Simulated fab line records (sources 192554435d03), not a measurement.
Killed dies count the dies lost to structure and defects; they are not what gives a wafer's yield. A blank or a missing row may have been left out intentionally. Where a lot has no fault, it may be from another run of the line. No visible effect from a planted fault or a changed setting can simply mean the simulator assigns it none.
fab line records	flow n5-finfet
[record] lots = 7	wafers = 39
route steps=1938 shown FIN_SAQP@102 SD_EPI_P@306 HKMG_FIN@442 BEOL_M0_SAQP@654 BEOL_M0_CUTY@711
start-h: hours from the record's opening day to when the first of the lot's shown wafers began	wait-h: hours since the lot's step before	" as in the row above	L1.1+2: a single row standing in for several wafers	- no value, or no start was given	* or withheld: withheld	< > ~ a bound
route shown NAME@n: a module of which the file shows steps, and the number in the route of the first	usual: mean/standard deviation of fault-free wafers	same: alike in all rows	chamber/n: place in a boat	sites: each site's reading	_std_site: standard deviation across them	_edge_site: the outer-site mean with the inner-site mean subtracted	radius-mm: how far each site lies from the wafer's centre	mask NAME#n: copy n	behind: tool/chamber where the wafer was last shaped	hold: why the lot was held/for how many hours/how that ended	device: the transistor (n, p or np) that didn't switch	end of line: at the end of the route, the tests of the same wafers	for a step that has no rows: nothing shown but its recipe	killed: dies that structure and defects cost at the first sort, which is not the same as the wafer's yield	map: per-die view of a wafer (x killed, . not killed, _ where there is no die)
set.NAME: the setting that was run; set.NAME@STEP: the one run at that earlier step	model.NAME: the simulator's own value behind a step, which no gauge read
lots where settings were altered on purpose, with a table for each step and a row for each wafer
[[steps]]
[step N5_FIN_SAQP_HM_DEP_72]
[recipe] material = SiO2	target-thk-a = 120	temp-c = 400	precursor = SiH4/N2O	pressure-torr = 0.75	rf-w = 275	time-s = 7.2
lot.wafer	tool	chamber	start-h	wait-h	set.time-s	model.SiO2_of_FIN_SAQP_HM_DEP_72.thk-nm
L074.1	pecvd-04	0	20.78	0.0	7.2	11.67
L074.2	"	2	"	"	7.2	11.91
L074.3	"	1	"	"	7.2	11.78
L074.4	"	2	"	"	7.2	11.94
L074.5	"	1	"	"	7.2	11.99
L074.6	"	0	"	"	7.2	12.06
L078.1	pecvd-02	0	45.35	0.0	7.2	11.91
L078.4	"	0	"	"	7.2	12.24
L078.6	"	1	"	"	7.2	12.33
L079.1+3	pecvd-01	0,1	50.96	0.0	7.2	11.83
L079.2	"	2	"	"	10.78	17.9
L079.4	"	0	"	"	10.78	18.01
L079.5	"	2	"	"	7.2	12.18
L079.6	"	1	"	"	10.78	18.05
L080.1	pecvd-02	2	59.23	0.0	7.2	12.21
L080.2	"	1	"	"	5.126	8.782
L080.3	"	0	"	"	7.2	12.37
L080.4	"	2	"	"	5.126	8.967
L080.5	"	0	"	"	7.2	12.27
L080.6	"	1	"	"	5.126	8.926
L085.1	pecvd-02	1	89.72	0.0	8.931	14.69
L085.2	"	2	"	"	8.931	14.93
L085.3	"	0	"	"	7.2	11.94
L085.4	"	0	"	"	7.2	12.15
L085.5	"	1	"	"	7.2	12.21
L085.6	"	2	"	"	8.931	14.97
L091.1	pecvd-01	0	130.59	0.0	5.354	8.965
L091.2	"	2	"	"	7.2	11.99
L091.3	"	1	"	"	5.354	8.958
L091.4	"	2	"	"	5.354	9.142
L091.5	"	0	"	"	7.2	12.18
L091.6	"	1	"	"	7.2	12.08
L093.1	pecvd-04	1	139.51	0.0	4.344	7.081
L093.2	"	0	"	"	7.2	11.9
L093.3	"	2	"	"	7.2	11.66
L093.4	"	0	"	"	4.344	7.158
L093.5	"	1	"	"	4.344	7.115
L093.6	"	2	"	"	7.2	12.01
[step N5_FIN_SAQP_COAT_49]
[recipe] resist = SOC	temp-c = 250	time-s = 60	spin-rpm = 1500	resist-thk-nm = 100
[step N5_FIN_SAQP_COAT_50]
[recipe] resist = SiARC	temp-c = 220	time-s = 60	spin-rpm = 1500	resist-thk-nm = 35
[step N5_FIN_SAQP_ETCH_52]
[recipe] chemistry = N2/H2	target = SOC	target-depth-a = 1000	overetch-a = 200	mask-material = SiARC	temp-c = 40	time-s = 150	ion-energy-ev = 200	pressure-mtorr = 30	source-w = 840	bias-w = 150	n2-flow-sccm = 200	h2-flow-sccm = 200	ends = end-point
[step N5_FIN_SAQP_STRIP_53]
[recipe] chemistry = N2/H2	temp-c = 40	n2-flow-sccm = 200	h2-flow-sccm = 200	rf-frequency-hz = 6e+07
[step N5_FIN_SAQP_HM_OPEN_73]
[recipe] chemistry = CHF3/O2	target = SiO2	stop-on = a-Si	target-depth-a = 120	over-etch-frac = 1.8	mask-material = SOC	time-s = 16.8	pressure-mtorr = 30	source-w = 650	bias-w = 170	Ar_flow_sccm = 200	CHF3_flow_sccm = 50	O2_flow_sccm = 5	ion-energy-ev = 200	ends = end-point
lot.wafer	tool	chamber	start-h	wait-h	set.time-s@FIN_SAQP_HM_DEP_72	model.etch.depth-nm
L074.1	rie-diel-03	1	21.42	0.0	7.2	11.67
L074.2	"	3	"	"	7.2	11.91
L074.3	"	0	"	"	7.2	11.78
L074.4	"	2	"	"	7.2	11.94
L074.5	"	0	"	"	7.2	11.99
L074.6	"	1	"	"	7.2	12.06
L078.1	rie-diel-04	0	46.12	0.0	7.2	11.91
L078.4	"	3	"	"	7.2	12.24
L078.6	"	1	"	"	7.2	12.33
L079.1+3	rie-diel-01	3,1	51.58	0.0	7.2	11.83
L079.2	"	0	"	"	10.78	17.9
L079.4	"	2	"	"	10.78	18.01
L079.5	"	2	"	"	7.2	12.18
L079.6	"	1	"	"	10.78	18.05
L080.1	rie-diel-01	2	59.85	0.0	7.2	12.21
L080.2	"	0	"	"	5.126	8.782
L080.3	"	3	"	"	7.2	12.37
L080.4	"	1	"	"	5.126	8.967
L080.5	"	1	"	"	7.2	12.27
L080.6	"	2	"	"	5.126	8.926
L085.1	rie-diel-04	2	90.49	0.0	8.931	14.69
L085.2	"	1	"	"	8.931	14.93
L085.3	"	0	"	"	7.2	11.94
L085.4	"	3	"	"	7.2	12.15
L085.5	"	2	"	"	7.2	12.21
L085.6	"	3	"	"	8.931	14.97
L091.1	rie-diel-04	2	131.21	0.0	5.354	8.965
L091.2	"	1	"	"	7.2	11.99
L091.3	"	3	"	"	5.354	8.958
L091.4	"	0	"	"	5.354	9.142
L091.5	"	2	"	"	7.2	12.18
L091.6	"	3	"	"	7.2	12.08
L093.1	rie-diel-04	1	140.13	0.0	4.344	7.081
L093.2	"	3	"	"	7.2	11.9
L093.3	"	2	"	"	7.2	11.66
L093.4	"	0	"	"	4.344	7.158
L093.5	"	1	"	"	4.344	7.115
L093.6	"	2	"	"	7.2	12.01
[step N5_SD_EPI_P_DESCUM_14]
[recipe] chemistry = O2	time-s = 7.9	source-power-w = 50	bias-power-w = 20	pressure-mtorr = 20	rf-frequency-hz = 2.712e+07	temp-c = 40	resist = CAR-ArF-block	o2-flow-sccm = 225
lot.wafer	tool	chamber	start-h	wait-h	set.time-s	model.CAR-ArF-block_of_SD_EPI_P_COAT_03.thk-nm
L074.1	rie-diel-05	0	51.74	0.0	4.505	145.8
L074.2	"	3	"	"	7.9	143.4
L074.3	"	2	"	"	7.9	143.8
L074.4+5	"	1,3	"	"	4.505	145.6
L074.6	"	2	"	"	7.9	143.6
L078.1	rie-diel-06	3	77.58	0.0	7.9	143.2
L078.4	"	2	"	"	7.9	143.4
L078.6	"	3	"	"	7.9	143
L079.1	rie-diel-05	1	84.50	0.3	11.39	141.4
L079.2+6	"	2,3	"	"	7.9	143.4
L079.3	"	0	"	"	7.9	144
L079.4	"	3	"	"	11.39	141.8
L079.5	"	2	"	"	11.39	141
L080.1	rie-diel-05	2	91.74	0.0	7.9	143.2
L080.2+6	"	1,0	"	"	7.9	143.6
L080.3	"	0	"	"	4.789	145.6
L080.4+5	"	1,2	"	"	4.789	145.4
L085.1+6	rie-diel-02	3,1	125.47	0.0	5.052	144.8
L085.2	"	1	"	"	7.9	143.2
L085.3	"	2	"	"	7.9	143.8
L085.4	"	2	"	"	5.052	144.6
L085.5	"	3	"	"	7.9	143.4
L091.1+2+6	rie-diel-02	2,1,2	163.53	0.0	7.9	143.2
L091.3+4+5	"	3,0,3	"	"	3.969	145.6
L093.1+4	rie-diel-06	2,3	177.70	0.2	7.9	144
L093.2	"	0	"	"	11.38	141.4
L093.3	"	1	"	"	11.38	141.6
L093.5	"	1	"	"	11.38	141.8
L093.6	"	0	"	"	7.9	144.2
[step N5_SD_EPI_P_ETCH_36]
[recipe] chemistry = CF4	target = SiARC	target-depth-a = 455	mask-material = CAR-ArF-block	time-s = 75.8	ion-energy-ev = 80	pressure-mtorr = 40	source-w = 545	bias-w = 36	Ar_flow_sccm = 100	cf4-flow-sccm = 100	ends = cleared
lot.wafer	tool	chamber	start-h	wait-h	set.time-s@SD_EPI_P_DESCUM_14	model.CAR-ArF-block_of_SD_EPI_P_COAT_03.thk-nm
L074.1	rie-diel-05	0	51.77	0.0	4.505	113.2
L074.2+6	"	3,2	"	"	7.9	110.8
L074.3	"	2	"	"	7.9	111.2
L074.4+5	"	1,3	"	"	4.505	113
L078.1+4	rie-diel-06	3,2	77.61	0.0	7.9	110.8
L078.6	"	3	"	"	7.9	110.6
L079.1	rie-diel-05	1	84.53	0.0	11.39	108.8
L079.2+6	"	2,3	"	"	7.9	111
L079.3	"	0	"	"	7.9	111.6
L079.4	"	3	"	"	11.39	109.4
L079.5	"	2	"	"	11.39	108.6
L080.1	rie-diel-05	2	91.77	0.0	7.9	110.6
L080.2+6	"	1,0	"	"	7.9	111
L080.3	"	0	"	"	4.789	113.2
L080.4	"	1	"	"	4.789	112.8
L080.5	"	2	"	"	4.789	113
L085.1+4+6	rie-diel-02	3,2,1	125.51	0.0	5.052	112.2
L085.2	"	1	"	"	7.9	110.8
L085.3	"	2	"	"	7.9	111.2
L085.5	"	3	"	"	7.9	111
L091.1	rie-diel-02	2	163.56	0.0	7.9	110.8
L091.2+6	"	1,2	"	"	7.9	110.6
L091.3	"	3	"	"	3.969	113
L091.4+5	"	0,3	"	"	3.969	113.2
L093.1	rie-diel-06	2	177.73	0.0	7.9	111.4
L093.2	"	0	"	"	11.38	108.8
L093.3	"	1	"	"	11.38	109
L093.4+6	"	3,0	"	"	7.9	111.6
L093.5	"	1	"	"	11.38	109.2
[step N5_HKMG_FIN_ALD_91]
[recipe] material = TiN	target-thk-a = 10	temp-c = 400	ald-precursor-family = TiCl4	ald-co-reactant = NH3	pulse-time-s = 1	purge-time-s = 3	co-reactant-purge-time-s = 2	co-reactant-pulse-time-s = 2	ald-cycles = 47	pressure-torr = 3
lot.wafer	tool	chamber	start-h	wait-h	set.ald-cycles	model.TiN_of_HKMG_FIN_ALD_91.thk-nm
L074.1+3+5	ald-metal-04	0,3,3	75.62	0.3	47	1
L074.2+4+6	"	2,1,2	"	"	40	0.8
L078.1+4+6	ald-metal-03	2,0,1	101.28	0.3	47	1
L079.1+2+4	ald-metal-04	1,0,2	107.58	0.3	47	1
L079.3+5+6	"	3,2,1	"	"	37	0.8
L080.1+2+5	ald-metal-03	3,1,0	113.85	0.3	47	1
L080.3+4+6	"	2,0,3	"	"	38	0.8
L085.1+2+3+4+5+6	ald-metal-03	1,0,2,3,1,2	148.95	0.3	47	1
L091.1+2+3	ald-metal-04	2,0,3	192.50	0.3	73	1.6
L091.4+5+6	"	1,0,3	"	"	47	1
L093.1+2+5	ald-metal-04	2,1,1	201.58	0.3	73	1.6
L093.3+4+6	"	0,3,2	"	"	47	1
[step N5_BEOL_M0_SAQP_ETCH_84]
[recipe] chemistry = N2/H2	target = SOC	target-depth-a = 1000	overetch-a = 200	mask-material = SiARC	temp-c = 40	time-s = 150	ion-energy-ev = 200	pressure-mtorr = 30	source-w = 840	bias-w = 150	n2-flow-sccm = 200	h2-flow-sccm = 200
lot.wafer	tool	chamber	start-h	wait-h	set.time-s	model.etch.depth-nm	model.SiARC_of_BEOL_M0_SAQP_COAT_82.thk-nm
L074.1	rie-diel-02	2	106.59	0.0	150	100.2	24.6
L074.2	"	3	"	"	150	100	24.6
L074.3	"	1	"	"	201.5	100.4	22.8
L074.4	"	0	"	"	150	100.2	24.4
L074.5	"	0	"	"	201.5	100.6	22.6
L074.6	"	1	"	"	201.5	100.3	22.8
L078.1	rie-diel-06	1	129.78	0.0	150	100	24.4
L078.4	"	0	"	"	150	99.95	24.2
L078.6	"	3	"	"	150	99.74	24.2
L079.1	rie-diel-05	2	137.37	0.0	121.3	96.63	25.4
L079.2	"	1	"	"	150	99.66	24.4
L079.3+4	"	3,1	"	"	150	100	24.4
L079.5	"	3	"	"	121.3	95.58	25.6
L079.6	"	2	"	"	121.3	97.14	25.4
L080.1	rie-diel-02	2	143.39	0.0	117.1	92.66	25.8
L080.2	"	1	"	"	150	99.94	24.6
L080.3	"	3	"	"	117.1	91.44	25.6
L080.4	"	0	"	"	150	99.45	24.4
L080.5	"	0	"	"	150	99.69	24.4
L080.6	"	1	"	"	117.1	91.61	25.8
L085.1+2	rie-diel-05	0,2	182.38	0.0	150	100.1	24.2
L085.3	"	1	"	"	150	100.4	24.4
L085.4	"	0	"	"	150	100.3	24.2
L085.5	"	1	"	"	150	100.5	24.4
L085.6	"	2	"	"	150	100.6	24.4
L091.1	rie-diel-05	0	223.23	0.0	150	100.1	24
L091.2	"	2	"	"	223.7	100.4	21.2
L091.3	"	1	"	"	150	100.2	24.2
L091.4+5	"	3,0	"	"	223.7	100.3	21.2
L091.6	"	3	"	"	150	100.3	24.2
L093.1	rie-diel-02	3	230.93	0.0	150	99.88	24.2
L093.2	"	0	"	"	150	99.87	24.2
L093.3	"	1	"	"	150	100.1	24.4
L093.4	"	2	"	"	80.74	63.92	27
L093.5	"	1	"	"	80.74	63.3	27
L093.6	"	0	"	"	80.74	66.44	27
[step N5_BEOL_M0_SAQP_STRIP_80]
[recipe] chemistry = N2/H2	temp-c = 40	n2-flow-sccm = 200	h2-flow-sccm = 200	rf-frequency-hz = 6e+07
[step N5_BEOL_M0_SAQP_HM_OPEN_112]
[recipe] chemistry = CHF3/O2	target = SiO2	stop-on = a-Si	target-depth-a = 120	over-etch-frac = 1.25	mask-material = SOC	time-s = 13.5	pressure-mtorr = 30	source-w = 650	bias-w = 170	Ar_flow_sccm = 200	CHF3_flow_sccm = 50	O2_flow_sccm = 5	ion-energy-ev = 200	ends = end-point
lot.wafer	tool	chamber	start-h	wait-h	set.time-s@BEOL_M0_SAQP_ETCH_84	model.SiARC_of_BEOL_M0_SAQP_COAT_82.thk-nm
L074.1	rie-diel-02	2	106.70	0.0	150	5.8
L074.2	"	3	"	"	150	6
L074.3+6	"	1	"	"	201.5	4
L074.4	"	0	"	"	150	5.4
L074.5	"	0	"	"	201.5	3.4
L078.1	rie-diel-06	1	129.88	0.0	150	5.8
L078.4	"	0	"	"	150	4.8
L078.6	"	3	"	"	150	5
L079.1	rie-diel-05	2	137.47	0.0	121.3	6.2
L079.2	"	1	"	"	150	5.6
L079.3+4	"	3,1	"	"	150	5.4
L079.5	"	3	"	"	121.3	6.8
L079.6	"	2	"	"	121.3	5.8
L080.1	rie-diel-02	2	143.50	0.0	117.1	6.8
L080.2	"	1	"	"	150	5.8
L080.3	"	3	"	"	117.1	7
L080.4+5	"	0	"	"	150	4.8
L080.6	"	1	"	"	117.1	7.2
L085.1+4	rie-diel-05	0	182.49	0.0	150	4.6
L085.2+6	"	2	"	"	150	5
L085.3+5	"	1	"	"	150	5.4
L091.1	rie-diel-05	0	223.34	0.0	150	4.2
L091.2+4	"	2,3	"	"	223.7	1.6
L091.3	"	1	"	"	150	5
L091.5	"	0	"	"	223.7	1.4
L091.6	"	3	"	"	150	4.6
L093.1	rie-diel-02	3	231.04	0.0	150	4.4
L093.2	"	0	"	"	150	4.8
L093.3	"	1	"	"	150	5.4
L093.4	"	2	"	"	80.74	8.2
L093.5	"	1	"	"	80.74	8
L093.6	"	0	"	"	80.74	7.6
[step N5_BEOL_M0_SAQP_STRIP_113]
[recipe] chemistry = CHF3/O2	resist = SiARC	rf-frequency-hz = 6e+07
[step N5_BEOL_M0_SAQP_MANDREL_ETCH_20]
[recipe] target-depth-a = 600	chemistry = HBr/Cl2	target = a-Si	stop-on = SiNx	bt-time-s = 10	mask-material = SOC	over-etch-frac = 0.5	time-s = 30	pressure-mtorr = 10	icp-w = 800	bias-w = 75	HBr_flow_sccm = 150	Cl2_flow_sccm = 80	ends = end-point
[usual] oes-product-au = 0.774/0.017
lot.wafer	tool	chamber	start-h	wait-h	set.time-s@BEOL_M0_SAQP_ETCH_84	oes-product-au
L074.1	rie-si-04	2	106.78	0.0	150	0.775
L074.2	"	1	"	"	150	0.773
L074.3	"	0	"	"	201.5	0.769
L074.4	"	3	"	"	150	0.758
L074.5	"	2	"	"	201.5	0.793
L074.6	"	3	"	"	201.5	0.759
L078.1	rie-si-04	0	129.97	0.0	150	0.791
L078.4	"	3	"	"	150	0.764
L078.6	"	3	"	"	150	0.758
L079.1	rie-si-01	0	137.56	0.0	121.3	0.765
L079.2	"	1	"	"	150	0.778
L079.3	"	3	"	"	150	0.749
L079.4	"	2	"	"	150	0.754
L079.5	"	2	"	"	121.3	0.758
L079.6	"	3	"	"	121.3	0.765
L080.1	rie-si-05	2	143.58	0.0	117.1	0.772
L080.2	"	3	"	"	150	0.762
L080.3	"	0	"	"	117.1	0.763
L080.4	"	1	"	"	150	0.806
L080.5	"	2	"	"	150	0.787
L080.6	"	3	"	"	117.1	0.758
L085.1	rie-si-01	3	182.57	0.0	150	0.747
L085.2	"	1	"	"	150	0.780
L085.3	"	0	"	"	150	0.758
L085.4	"	3	"	"	150	0.747
L085.5	"	0	"	"	150	0.750
L085.6	"	1	"	"	150	0.770
L091.1	rie-si-05	2	223.42	0.0	150	0.779
L091.2	"	0	"	"	223.7	0.763
L091.3	"	3	"	"	150	0.794
L091.4	"	1	"	"	223.7	0.799
L091.5	"	1	"	"	223.7	0.785
L091.6	"	0	"	"	150	0.781
L093.1	rie-si-01	0	231.12	0.0	150	0.751
L093.2	"	2	"	"	150	0.761
L093.3	"	1	"	"	150	0.781
L093.4	"	2	"	"	80.74	0.311
L093.5	"	0	"	"	80.74	0.320
L093.6	"	1	"	"	80.74	0.326
[step N5_BEOL_M0_SAQP_STRIP_86]
[recipe] chemistry = N2/H2	power-w = 500	temp-c = 40	pressure-mtorr = 50	rf-frequency-hz = 6e+07	overash-fraction = 0.3	bias-power-w = 28	h2-frac = 0.5	n2-flow-sccm = 300	h2-flow-sccm = 300
[step N5_BEOL_M0_SAQP_STRIP_115]
[recipe] chemistry = post-etch-residue-remover	time-s = 60	temp-c = 25	remover-ph = withheld	remover-water-wt-pct = withheld	remover-fluoride-wt-pct = withheld
[step N5_BEOL_M0_SAQP_SPACER1_ALD_98]
[recipe] material = SiO2	target-thk-a = 128	temp-c = 300	ald-precursor-family = BDEAS	ald-co-reactant = O2-plasma	pulse-time-s = 1	purge-time-s = 2	co-reactant-purge-time-s = 2	ald-cycles = 138	pressure-torr = 2
[step N5_BEOL_M0_SAQP_SPACER1_ETCHBACK_99]
[recipe] chemistry = CHF3/O2	mode = anisotropic-etchback	target = SiO2	target-depth-a = 154	time-s = 7.7	pressure-mtorr = 30	source-w = 650	bias-w = 170	Ar_flow_sccm = 200	CHF3_flow_sccm = 50	O2_flow_sccm = 5	ion-energy-ev = 200
[step N5_BEOL_M0_SAQP_MANDREL1_REMOVE_100]
[recipe] chemistry = HBr/Cl2/O2	bt-time-s = 10	target = a-Si	stop-on = SiNx	endpoint = OES-SiCl	over-etch-frac = 0.85	icp-w = 600	bias-w = 30	HBr_flow_sccm = 150	Cl2_flow_sccm = 80	O2_flow_sccm = 5	pressure-mtorr = 10
[usual] oes-product-au = 0.999/0.02
lot.wafer	tool	chamber	start-h	wait-h	set.time-s@BEOL_M0_SAQP_ETCH_84	oes-product-au
L074.1	rie-si-04	1	108.19	0.1	150	1.010
L074.2	"	3	"	"	150	0.975
L074.3	"	0	"	"	201.5	1.020
L074.4	"	2	"	"	150	1.020
L074.5	"	2	"	"	201.5	1.016
L074.6	"	1	"	"	201.5	1.012
L078.1	rie-si-04	1	131.47	0.1	150	1.006
L078.4	"	3	"	"	150	0.980
L078.6	"	3	"	"	150	0.968
L079.1	rie-si-04	2	138.96	0.1	121.3	0.998
L079.2	"	0	"	"	150	1.011
L079.3	"	3	"	"	150	0.973
L079.4	"	1	"	"	150	1.015
L079.5	"	0	"	"	121.3	1.010
L079.6	"	1	"	"	121.3	1.012
L080.1	rie-si-01	2	144.80	0.1	117.1	0.973
L080.2	"	1	"	"	150	1.009
L080.3	"	3	"	"	117.1	0.975
L080.4	"	0	"	"	150	0.972
L080.5	"	1	"	"	150	1.001
L080.6	"	2	"	"	117.1	0.945
L085.1	rie-si-05	0	186.79	0.1	150	1.002
L085.2	"	1	"	"	150	1.035
L085.3	"	2	"	"	150	1.001
L085.4	"	2	"	"	150	0.998
L085.5	"	0	"	"	150	1.007
L085.6	"	1	"	"	150	1.046
L091.1	rie-si-04	1	224.59	0.1	150	1.007
L091.2	"	0	"	"	223.7	1.018
L091.3	"	2	"	"	150	1.006
L091.4	"	3	"	"	223.7	0.973
L091.5	"	3	"	"	223.7	0.970
L091.6	"	0	"	"	150	1.018
L093.1	rie-si-04	2	232.30	0.1	150	1.015
L093.2	"	0	"	"	150	1.022
L093.3	"	3	"	"	150	0.992
L093.4	"	1	"	"	80.74	0.382
L093.5	"	2	"	"	80.74	0.381
L093.6	"	1	"	"	80.74	0.377
[step N5_BEOL_M0_CUTY_DESCUM_61]
[recipe] chemistry = O2	time-s = 7.9	source-power-w = 50	bias-power-w = 20	pressure-mtorr = 20	rf-frequency-hz = 2.712e+07	temp-c = 40	resist = CAR-ArF-block	o2-flow-sccm = 225
lot.wafer	tool	chamber	start-h	wait-h	set.time-s	model.CAR-ArF-block_of_BEOL_M0_CUTY_COAT_51.thk-nm
L074.1+3+4	rie-diel-03	2,3,0	112.18	0.0	7.9	143.4
L074.2+6	"	1,2	"	"	3.342	145.6
L074.5	"	1	"	"	3.342	145.8
L078.1	rie-diel-04	2	136.01	0.5	7.9	144
L078.4	"	0	"	"	7.9	143.6
L078.6	"	3	"	"	7.9	143.2
L079.1	rie-diel-03	2	143.04	0.2	10.68	142
L079.2	"	3	"	"	10.68	141.6
L079.3	"	1	"	"	10.68	141.8
L079.4	"	0	"	"	7.9	143.4
L079.5	"	2	"	"	7.9	143.2
L079.6	"	1	"	"	7.9	143.6
L080.1	rie-diel-04	2	148.83	0.0	6.105	143.8
L080.2	"	3	"	"	7.9	143
L080.3	"	1	"	"	6.105	143.4
L080.4	"	0	"	"	6.105	143.6
L080.5	"	2	"	"	7.9	142.8
L080.6	"	1	"	"	7.9	142.6
L085.1+5	rie-diel-01	1,2	191.61	0.6	7.9	143.2
L085.2	"	0	"	"	12.62	140
L085.3	"	3	"	"	12.62	139.6
L085.4	"	2	"	"	7.9	142.8
L085.6	"	1	"	"	12.62	139.8
L091.1	rie-diel-01	3	231.44	0.0	7.9	143.4
L091.2	"	2	"	"	7.9	143.2
L091.3+6	"	0	"	"	7.9	142.8
L091.4	"	3	"	"	7.9	142.6
L091.5	"	2	"	"	7.9	143
L093.1+2+6	rie-diel-01	0,2,0	236.26	0.1	7.9	143.6
L093.3	"	3	"	"	5.142	145.2
L093.4+5	"	2,3	"	"	5.142	145.4
[[key]]
[split] step = N5_FIN_SAQP_HM_DEP_72	setting = time-s	stated = 7.2	by = wafer
[response] step = N5_FIN_SAQP_HM_DEP_72	reading = model.SiO2_of_FIN_SAQP_HM_DEP_72.thk-nm	change = +0.12	per = 1%	r = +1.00
[response] step = N5_FIN_SAQP_HM_OPEN_73	reading = model.etch.depth-nm	change = +0.12	per = 1%	r = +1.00
[split] step = N5_SD_EPI_P_DESCUM_14	setting = time-s	stated = 7.9	by = wafer
[response] step = N5_SD_EPI_P_DESCUM_14	reading = model.CAR-ArF-block_of_SD_EPI_P_COAT_03.thk-nm	change = -0.0487	per = 1%	r = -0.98
[response] step = N5_SD_EPI_P_ETCH_36	reading = model.CAR-ArF-block_of_SD_EPI_P_COAT_03.thk-nm	change = -0.05	per = 1%	r = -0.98
[split] step = N5_HKMG_FIN_ALD_91	setting = ald-cycles	stated = 47	by = wafer
[response] step = N5_HKMG_FIN_ALD_91	reading = model.TiN_of_HKMG_FIN_ALD_91.thk-nm	change = +0.0108	per = 1%	r = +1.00
[split] step = N5_BEOL_M0_SAQP_ETCH_84	setting = time-s	stated = 150	by = wafer
[response] step = N5_BEOL_M0_SAQP_ETCH_84	reading = model.etch.depth-nm	shape = bent	at-lowest = 64.55	at-stated = 100.1	at-highest = 100.3
[response] step = N5_BEOL_M0_SAQP_ETCH_84	reading = model.SiARC_of_BEOL_M0_SAQP_COAT_82.thk-nm	change = -0.0579	per = 1%	r = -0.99
[response] step = N5_BEOL_M0_SAQP_HM_OPEN_112	reading = model.SiARC_of_BEOL_M0_SAQP_COAT_82.thk-nm	change = -0.0631	per = 1%	r = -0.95
[response] step = N5_BEOL_M0_SAQP_MANDREL_ETCH_20	reading = oes-product-au	shape = bent	at-lowest = 0.319	at-stated = 0.769	at-highest = 0.782
[response] step = N5_BEOL_M0_SAQP_MANDREL1_REMOVE_100	reading = oes-product-au	shape = bent	at-lowest = 0.380	at-stated = 1.004	at-highest = 0.987
[split] step = N5_BEOL_M0_CUTY_DESCUM_61	setting = time-s	stated = 7.9	by = wafer
[response] step = N5_BEOL_M0_CUTY_DESCUM_61	reading = model.CAR-ArF-block_of_BEOL_M0_CUTY_COAT_51.thk-nm	change = -0.0467	per = 1%	r = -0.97
